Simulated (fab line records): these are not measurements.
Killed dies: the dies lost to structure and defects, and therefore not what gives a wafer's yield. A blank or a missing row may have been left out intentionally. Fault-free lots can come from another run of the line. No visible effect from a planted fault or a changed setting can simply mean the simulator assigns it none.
The tool behind it: which one?    flow n5 finfet    36 wafers sampled from 12 lots at 1 step of a route of 1938

## WHAT THE GAUGES READ, wafer by wafer
N5_BEOL_M15_THK_MEAS_01.
lot   measured      on             M15_ILD_THK (nm)
L075  day 12 09:11  film metro-01  1635 1634 1666
L079  day 12 11:53  film metro-01  1600 1619 1650
L078  day 12 20:38  film metro-02  1656 1665 1618
L081  day 13 12:23  film metro-02  1614 1635 1658
L083  day 14 00:45  film metro-02  1644 1641 1613
L086  day 14 15:05  film metro-01  1616 1635 1617
L088  day 14 23:28  film metro-02  1631 1656 1661
L090  day 15 16:24  film metro-01  1665 1642 1657
L092  day 16 02:42  film metro-02  1598 1619 1612
L093  day 16 10:58  film metro-01  1634 1649 1643
L096  day 17 11:05  film metro-02  1623 1635 1642
L097  day 17 15:10  film metro-02  1620 1665 1642

## WHICH TOOL RAN EACH LOT (tool, then ch and the chambers of the sampled wafers, then the start)
The record holds no process step before these readings.

## THE ANSWER, worked out from the rows above alone
Rule: the usual values come from the lots themselves. Put in order of their means at a reading, lots are off if they are a third of the lots or fewer, leave a main group of 4 or more, and stand apart from it by a gap of 3 or more times the standard deviation of the main group's means; of several such gaps the widest counts. A main group is skipped when, at the precision printed for the reading in the tables above, its means are all equal. Also off: a lot with no number at a reading for which 4 or more lots have one. The other lots that the step has rows for count as sound.
None of the lots is off at any reading shown; this tells nothing.

## WHAT THE SIMULATOR HAD INSERTED
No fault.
